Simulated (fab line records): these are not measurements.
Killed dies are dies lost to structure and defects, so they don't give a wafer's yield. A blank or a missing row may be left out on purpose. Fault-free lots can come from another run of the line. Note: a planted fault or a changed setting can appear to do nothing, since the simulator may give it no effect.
Chamber matching || flow n5_finfet || pecvd-02 running N5_BEOL_M2_PECVD_72: 3 sister chambers
The step deposits SiO2 from TEOS/O2, target thk 16 nm, time 18 s. 3 wafers are shown with their chamber, then 8 later ones without.

## WAFERS PAIRED WITH THEIR CHAMBERS
{"wafer": "L083.6", "chamber": 2, "throttle_valve_pct (%)": 23.0}
{"wafer": "L084.6", "chamber": 1, "throttle_valve_pct (%)": 22.4}
{"wafer": "L089.1", "chamber": 0, "throttle_valve_pct (%)": 25.0}

## WAFERS WITHOUT THEIR CHAMBER
{"wafer": "L089.2", "throttle_valve_pct (%)": 23.0}
{"wafer": "L089.5", "throttle_valve_pct (%)": 24.5}
{"wafer": "L088.1", "throttle_valve_pct (%)": 22.9}
{"wafer": "L088.3", "throttle_valve_pct (%)": 24.7}
{"wafer": "L088.5", "throttle_valve_pct (%)": 22.4}
{"wafer": "L097.1", "throttle_valve_pct (%)": 24.8}
{"wafer": "L097.5", "throttle_valve_pct (%)": 24.7}
{"wafer": "L097.6", "throttle_valve_pct (%)": 22.6}

## WHICH CHAMBER EACH WENT THROUGH
{"wafer": "L089.2", "from the rows above": 2, "in truth": 2}
{"wafer": "L089.5", "from the rows above": 0, "in truth": 0}
{"wafer": "L088.1", "from the rows above": "can't be placed: 2 or 1", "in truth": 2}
{"wafer": "L088.3", "from the rows above": 0, "in truth": 0}
{"wafer": "L088.5", "from the rows above": 1, "in truth": 1}
{"wafer": "L097.1", "from the rows above": 0, "in truth": 0}
{"wafer": "L097.5", "from the rows above": 0, "in truth": 0}
{"wafer": "L097.6", "from the rows above": "can't be placed: 1 or 2", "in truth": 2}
Correct placement for 6 of the 8. From these rows, 2 cannot be placed; in 2 the true chamber is one of the candidates. 0 placed wrongly.
How it was worked out, from the rows above alone: a wafer's distance from a chamber is the root of the sum, over the readings, of the square of ((its reading less the chamber's mean) divided by the reading's scatter). The wafer belongs to the nearest chamber; if the next one is less than 2 further off, it can't be placed. The mean given for a chamber averages the wafers shown for that chamber. The scatter: with one shown wafer a chamber, the root of the mean of the squares of how far each hidden wafer lies from its nearest shown one.
